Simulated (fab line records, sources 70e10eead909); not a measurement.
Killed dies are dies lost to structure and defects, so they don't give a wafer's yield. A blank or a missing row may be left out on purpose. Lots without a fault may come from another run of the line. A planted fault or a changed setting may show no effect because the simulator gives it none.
fab line records | flow nand_harc
record lots=6 wafers=18 last_day=33
route steps=1302 shown P_GATE@115 END@1302
lots that met no fault: from a run of the same line without faults
start_h: hours from the record's first day to the start of the lot's first wafer shown | wait_h: hours since the lot's step before | " the same as in the row above | L1.1+2: a row that stands for several wafers | - no value, or no start given | * or withheld: withheld | < > ~ a bound
route shown NAME@n: a module of which the file shows steps, and the number in the route of the first | usual: mean/standard deviation of fault-free wafers | same: alike in all rows | chamber/n: place in a boat | sites: the reading at each site | _std_site: their standard deviation | _edge_site: outer sites' mean less inner sites' | radius_mm: how far each site lies from the wafer's centre | mask NAME#n: copy n | behind: the tool/chamber that last shaped the wafer | hold: why the lot was held/for how many hours/how that ended | device: the transistor (n, p or np) that didn't switch | end of line: the same wafers' tests at the end of the route | a step without rows: its recipe alone | killed: dies lost to structure and defects at the first sort, not the wafer's yield | map: a wafer's dies, x killed, . not, _ none there
set.NAME: the setting as run; set.NAME@STEP: as run at that earlier step | model.NAME: the simulator's own value behind a step, which no gauge read
lots at some steps of the route; a table a step, a row a wafer
services: from which hour (start_h, from the record's first day; less than 0 if before it) a tool's chamber was out of use, for how many hours, and why
## steps
# step NHARC_P_GATE_HMDS_04
# recipe time_s=30
# step NHARC_P_GATE_COAT_05
# recipe spin_rpm=4690
# step NHARC_P_GATE_SOFTBAKE_06
# recipe temp_c=122 time_s=95
# step NHARC_P_GATE_EBR_07
# step NHARC_P_GATE_EXPOSE_08
# recipe na=0.6 dose_mj=16.75 mask_id=P_HV
# step NHARC_P_GATE_PEB_09
# recipe peb_temp_c=118 peb_time_s=85
# step NHARC_P_GATE_DEVELOP_10
# recipe time_s=70
# step NHARC_P_GATE_CD_MEAS_11
# recipe target_cd_nm=1640 landing_energy_ev=500
# usual cd_nm=1639.0/2.5
# columns lot.wafer tool chamber start_h wait_h cd_nm
L102.3 cd_sem-02 0 91.05 - 1638.3
L102.4 " 0 " " 1636.7
L102.5 " 0 " " 1637.3
L104.2 cd_sem-03 0 116.11 - 1638.4
L104.4 " 0 " " 1639.8
L104.5 " 0 " " 1639.4
L112.1 cd_sem-02 0 196.48 - 1640.2
L112.3 " 0 " " 1641.5
L112.4 " 0 " " 1643.8
L115.1 cd_sem-02 0 224.81 - 1637.6
L115.4 " 0 " " 1638.5
L115.6 " 0 " " 1637.9
L121.2 cd_sem-03 0 283.76 - 1634.5
L121.3 " 0 " " 1636.7
L121.6 " 0 " " 1636.8
L123.1 cd_sem-01 0 306.14 - 1639.1
L123.3 " 0 " " 1638.2
L123.5 " 0 " " 1640.6
# step NHARC_P_GATE_HARDBAKE_12
# recipe temp_c=125 time_s=80
# step NHARC_P_GATE_DESCUM_13
# recipe time_s=3 o2_flow_sccm=200 ar_flow_sccm=0 bias_power_w=0 chemistry=O2
# usual drypump_motor_current_A=5.9/0.6 oes_product_au=0.997/0.015 rf_vpp_V=57.7/0.94 showerhead_plenum_p_Torr=1.89/0.081 throttle_valve_pct=11.311/0.0091
# columns lot.wafer tool chamber start_h wait_h drypump_motor_current_A oes_product_au rf_hours_counter_h rf_vpp_V showerhead_plenum_p_Torr throttle_valve_pct
L102.3 rie_diel-02 3 91.23 - 5.9 0.984 1.9 57.9 2.01 11.311
L102.4 " 0 " " 5.3 0.985 1.5 59.7 2.01 11.311
L102.5 " 2 " " 6.6 0.977 - 56.8 1.90 11.316
L104.4 rie_diel-09 0 116.27 - 5.7 0.975 5.9 58.1 1.85 11.302
L104.2 " 1 " " 5.8 0.977 6.6 57.8 1.78 11.285
L104.5 " 0 " " 5.6 0.978 - 58.4 1.85 11.299
L112.3 rie_diel-04 0 196.64 - 6.2 1.013 0.7 58.7 1.96 11.296
L112.1 " 1 " " 5.7 1.024 0.8 57.7 1.87 11.317
L112.4 " 3 " " 5.1 0.967 1.5 55.8 1.89 11.304
L115.4 rie_diel-09 1 224.98 - 5.8 1.022 4.9 57.2 1.78 11.321
L115.1 " 3 " " 6.8 1.011 5.4 58.4 1.95 11.318
L115.6 " 1 " " 5.8 1.010 - 58.3 1.78 11.320
L121.2 rie_diel-09 2 283.93 - 5.0 0.995 9.1 56.4 1.86 11.321
L121.3 " 3 " " 6.8 1.002 8.5 57.6 1.95 11.325
L121.6 " 2 " " 5.0 0.998 - 57.2 1.86 11.314
L123.1 rie_diel-02 2 306.30 - 6.6 0.974 2.5 56.1 1.89 11.306
L123.3 " 3 " " 5.9 1.005 3.2 59.9 2.01 11.301
L123.5 " 3 " " 5.9 0.997 - 58.2 2.01 11.297
# step NHARC_P_GATE_ETCH_14
# recipe target_depth_a=488 chemistry=dHF material=SiO2
# step NHARC_P_GATE_STRIP_15
# recipe time_s=780 temp_c=130 chemistry=SPM
# step NHARC_P_GATE_PRECLEAN_71
# recipe time_s=* temp_c=50 bath_age_min=0 chemistry=SC1
# usual bath_heat_duty_pct=7.5/0.99 run_length_s=*
# columns lot.wafer tool chamber start_h wait_h bath_heat_duty_pct run_length_s
L102.5 wet_bench-09 2 91.43 - 7.4 *
L102.4 " 3 " " 6.5 *
L102.3 " 4 " " 7.2 *
L104.5 wet_bench-09 1 116.50 - 8.7 *
L104.4 " 2 " " 7.8 *
L104.2 " 3 " " 7.1 *
L112.1 wet_bench-09 4 196.87 - 8.2 *
L112.4 " 5 " " 7.5 *
L112.3 " 7 " " 7.7 *
L115.1 wet_bench-09 1 225.20 - 8.7 *
L115.6 " 2 " " 7.8 *
L115.4 " 4 " " 8.4 *
L121.2 wet_bench-07 3 284.18 - 7.8 *
L121.3 " 4 " " 7.0 *
L121.6 " 5 " " 8.0 *
L123.3 wet_bench-03 0 306.53 - 8.1 *
L123.1 " 1 " " 5.8 *
L123.5 " 3 " " 7.8 *
# step NHARC_P_GATE_SRD_72
# step NHARC_END_SORT_01
# recipe temp_c=25
# usual killed_at_array=57/21 killed_at_other=0.9/1.2 killed_at_periphery=4.2/2.9 killed_dies=62/21 killed_open=3.2/1.8 killed_short=2.4/1.5
# same gross_dies=677
# columns lot.wafer tool chamber start_h wait_h killed_at_array killed_at_other killed_at_periphery killed_dies killed_open killed_short
L102.3 prober-02 0 581.68 3.1 45 0 2 47 2 3
L102.4 prober-02 0 582.48 3.4 62 0 5 67 4 3
L102.5 prober-02 0 583.28 3.7 41 0 6 47 2 4
L104.2 prober-01 0 596.25 2.8 95 3 5 103 1 1
L104.4 prober-01 0 597.84 3.4 107 2 8 117 4 0
L104.5 prober-01 0 598.63 3.7 93 2 3 98 3 3
L112.1 prober-02 0 674.50 2.5 40 2 4 46 1 5
L112.3 prober-02 0 676.07 3.1 33 0 4 37 4 3
L112.4 prober-02 0 676.85 3.4 43 0 7 50 4 1
L115.1 prober-02 0 697.66 2.5 63 0 4 67 3 3
L115.4 prober-02 0 700.06 3.4 70 0 6 76 1 2
L115.6 prober-02 0 701.66 4.0 71 0 5 76 7 1
L121.2 prober-01 0 762.67 2.8 58 1 4 63 6 1
L121.3 prober-01 0 763.47 3.1 64 0 6 70 5 2
L121.6 prober-01 0 765.86 4.0 62 2 4 68 5 1
L123.1 prober-02 0 789.43 2.5 22 0 5 27 4 1
L123.3 prober-02 0 791.00 3.1 28 1 4 33 2 2
L123.5 prober-02 0 792.57 3.7 30 1 3 34 7 2
# killed by level:class
L102.3 A_CHANNEL_HOLE_D1:chamber_film_flake=29 A_CHANNEL_HOLE_D2:chamber_film_flake=5 A_DECK1_JOINT:chamber_film_flake=3 A_CONTACT:chamber_film_flake=2 A_ONON_D1:geometric_particle:short=1 A_DECK1_JOINT:geometric_particle:short=1 A_CHANNEL_FILL_D2:geometric_particle:short=1 A_CONTACT:geometric_particle:open=1
L102.4 A_CHANNEL_HOLE_D1:chamber_film_flake=33 A_CHANNEL_HOLE_D2:chamber_film_flake=13 P_ZERO_WELL:chamber_film_flake=4 A_DECK1_JOINT:chamber_film_flake=4 A_STAIRCASE:chamber_film_flake=3 A_M0:chamber_film_flake=2 P_M0:geometric_particle:open=1 A_SOURCE_PLATE:geometric_particle:open=1
L102.5 A_CHANNEL_HOLE_D1:chamber_film_flake=24 P_ZERO_WELL:chamber_film_flake=4 A_CHANNEL_HOLE_D2:chamber_film_flake=4 A_STAIRCASE:chamber_film_flake=3 A_DECK1_JOINT:chamber_film_flake=2 A_M0:chamber_film_flake=2 P_CONTACT:geometric_particle:short=1 A_DECK1_JOINT:geometric_particle:open=1
L104.2 A_CHANNEL_HOLE_D2:chamber_film_flake=33 A_CHANNEL_HOLE_D1:chamber_film_flake=32 A_SLIT:chamber_film_flake=18 A_STAIRCASE:chamber_film_flake=5 THIN_TSV:chamber_film_flake=3 P_GATE:chamber_film_flake=2 A_CONTACT:chamber_film_flake=2 A_DECK1_JOINT:geometric_particle:short=1
L104.4 A_CHANNEL_HOLE_D2:chamber_film_flake=33 A_CHANNEL_HOLE_D1:chamber_film_flake=32 A_SLIT:chamber_film_flake=25 A_CONTACT:chamber_film_flake=4 A_M1:chamber_film_flake=4 P_ZERO_WELL:chamber_film_flake=3 P_CONTACT:chamber_film_flake=3 A_DECK1_JOINT:chamber_film_flake=3
L104.5 A_CHANNEL_HOLE_D1:chamber_film_flake=30 A_SLIT:chamber_film_flake=27 A_CHANNEL_HOLE_D2:chamber_film_flake=24 A_BLC:geometric_particle:open=3 A_M1:chamber_film_flake=3 A_STAIRCASE:chamber_film_flake=2 A_CONTACT:chamber_film_flake=2 P_GATE:geometric_particle:short=1
L112.1 A_CHANNEL_HOLE_D2:chamber_film_flake=14 A_STAIRCASE:chamber_film_flake=9 A_WL_FILL:chamber_film_flake=4 P_GATE:chamber_film_flake=3 A_CHANNEL_HOLE_D1:chamber_film_flake=3 A_CHANNEL_FILL_D1:geometric_particle:short=2 A_ZERO_WELL:chamber_film_flake=2 P_CONTACT:geometric_particle:short=1
L112.3 A_CHANNEL_HOLE_D2:chamber_film_flake=13 A_STAIRCASE:chamber_film_flake=5 A_CHANNEL_HOLE_D1:chamber_film_flake=4 P_GATE:chamber_film_flake=2 A_ZERO_WELL:chamber_film_flake=2 P_GATE:geometric_particle:open=1 P_CONTACT:geometric_particle:open=1 A_CHANNEL_HOLE_D1:geometric_particle:short=1
L112.4 A_CHANNEL_HOLE_D2:chamber_film_flake=17 A_CHANNEL_HOLE_D1:chamber_film_flake=8 A_STAIRCASE:chamber_film_flake=6 P_GATE:chamber_film_flake=6 A_WL_FILL:chamber_film_flake=4 A_SLIT:chamber_film_flake=2 P_M1:geometric_particle:short=1 A_ONON_D1:geometric_particle:open=1
L115.1 A_CHANNEL_HOLE_D1:chamber_film_flake=33 A_CHANNEL_HOLE_D2:chamber_film_flake=15 A_CONTACT:chamber_film_flake=6 A_SGD_CUT:geometric_particle:short=2 P_BONDPAD:chamber_film_flake=2 A_SLIT:chamber_film_flake=2 P_M0:geometric_particle:open=1 A_ONON_D1:geometric_particle:open=1
L115.4 A_CHANNEL_HOLE_D1:chamber_film_flake=34 A_CHANNEL_HOLE_D2:chamber_film_flake=22 A_CONTACT:chamber_film_flake=5 A_SLIT:chamber_film_flake=4 P_GATE:chamber_film_flake=3 P_M0:chamber_film_flake=2 A_STAIRCASE:chamber_film_flake=2 A_CHANNEL_FILL_D1:geometric_particle:short=1
L115.6 A_CHANNEL_HOLE_D1:chamber_film_flake=35 A_CHANNEL_HOLE_D2:chamber_film_flake=18 A_SLIT:chamber_film_flake=4 A_STAIRCASE:chamber_film_flake=3 A_ONON_D1:geometric_particle:open=2 A_CHANNEL_FILL_D2:chamber_film_flake=2 A_CONTACT:chamber_film_flake=2 P_M0:geometric_particle:open=1
L121.2 A_CHANNEL_HOLE_D2:chamber_film_flake=29 A_CHANNEL_HOLE_D1:chamber_film_flake=11 A_SLIT:chamber_film_flake=5 A_CONTACT:chamber_film_flake=5 A_STAIRCASE:chamber_film_flake=3 P_STI:geometric_particle:open=1 P_CONTACT:geometric_particle:open=1 A_ONON_D1:geometric_particle:open=1
L121.3 A_CHANNEL_HOLE_D2:chamber_film_flake=26 A_CHANNEL_HOLE_D1:chamber_film_flake=18 A_WL_FILL:chamber_film_flake=9 A_SLIT:chamber_film_flake=5 P_CONTACT:chamber_film_flake=3 P_CONTACT:geometric_particle:open=1 P_M0:geometric_particle:open=1 A_ONON_D2:geometric_particle:short=1
L121.6 A_CHANNEL_HOLE_D2:chamber_film_flake=23 A_CHANNEL_HOLE_D1:chamber_film_flake=13 A_SLIT:chamber_film_flake=9 A_CONTACT:chamber_film_flake=6 A_STAIRCASE:chamber_film_flake=5 A_WL_FILL:chamber_film_flake=3 P_CONTACT:geometric_particle:open=1 P_M0:geometric_particle:open=1
L123.1 A_SLIT:chamber_film_flake=9 A_CONTACT:chamber_film_flake=7 P_M2:chamber_film_flake=2 P_GATE:geometric_particle:open=1 P_CONTACT:geometric_particle:open=1 A_CHANNEL_FILL_D2:geometric_particle:short=1 A_WL_FILL:geometric_particle:open=1 A_M0:geometric_particle:open=1
L123.3 A_SLIT:chamber_film_flake=8 A_CONTACT:chamber_film_flake=8 P_STI:chamber_film_flake=3 A_DECK1_JOINT:chamber_film_flake=3 A_CHANNEL_HOLE_D1:chamber_film_flake=2 A_STAIRCASE:chamber_film_flake=2 P_M0:geometric_particle:open=1 A_DECK1_JOINT:geometric_particle:short=1
L123.5 A_SLIT:chamber_film_flake=7 A_CONTACT:chamber_film_flake=6 A_CHANNEL_HOLE_D1:chamber_film_flake=3 A_CHANNEL_HOLE_D2:geometric_particle:open=2 P_STI:chamber_film_flake=2 A_STAIRCASE:chamber_film_flake=2 A_SOURCE_PLATE:geometric_particle:short=1 A_SOURCE_PLATE:geometric_particle:open=1
## services
# columns tool chamber start_h hours kind
wet_bench-07 - 84.70 13.1 repair
wet_bench-03 - 90.22 1.7 repair
rie_diel-04 - 116.06 2.1 repair
rie_diel-09 3 118.43 15.8 repair
rie_diel-04 0 127.22 1.2 repair
rie_diel-09 - 143.59 9.0 pm
wet_bench-07 - 160.00 8.0 pm
rie_diel-04 - 168.21 0.3 repair
wet_bench-09 - 176.80 8.0 pm
rie_diel-04 - 177.90 9.0 pm
rie_diel-09 0 183.59 2.6 repair
wet_bench-09 0 184.80 - consumable_replace:bath
wet_bench-09 0 184.80 - consumable_replace:filter
wet_bench-09 1 184.80 - consumable_replace:bath
wet_bench-09 1 184.80 - consumable_replace:filter
wet_bench-09 2 184.80 - consumable_replace:bath
wet_bench-09 2 184.80 - consumable_replace:filter
wet_bench-09 3 184.80 - consumable_replace:bath
wet_bench-03 - 210.40 8.0 pm
rie_diel-04 - 211.81 0.4 repair
rie_diel-02 - 216.70 9.0 pm
rie_diel-04 0 227.00 8.0 repair
rie_diel-09 0 235.55 59.5 repair
rie_diel-04 0 235.93 13.3 repair
## key
first_sign step=NHARC_P_GATE_PRECLEAN_71 reading=run_length_s direction=down sigmas=99+ usual=* struck=*
effect none on later readings
met_at NHARC_P_GATE_PRECLEAN_71
struck_wafers L112.1,L112.3,L112.4,L115.1,L115.4,L115.6
tester_left_out L112,L115
onset_between 116.50 196.87
fault kind=process_parameter_drift tool=wet_bench-09 chamber=- onset_h=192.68 steps=NHARC_P_GATE_PRECLEAN_71 channel=time_s offset=* shape=step end_h=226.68 acts_in=* stated=*
# tester_left_out: of these lots the tester's yield and bins aren't shown, on N5 and GAA mostly nor the transistor test; their killed dies are dies lost to structure and defects alone, not to doping, threshold or leakage, so they don't give the yield
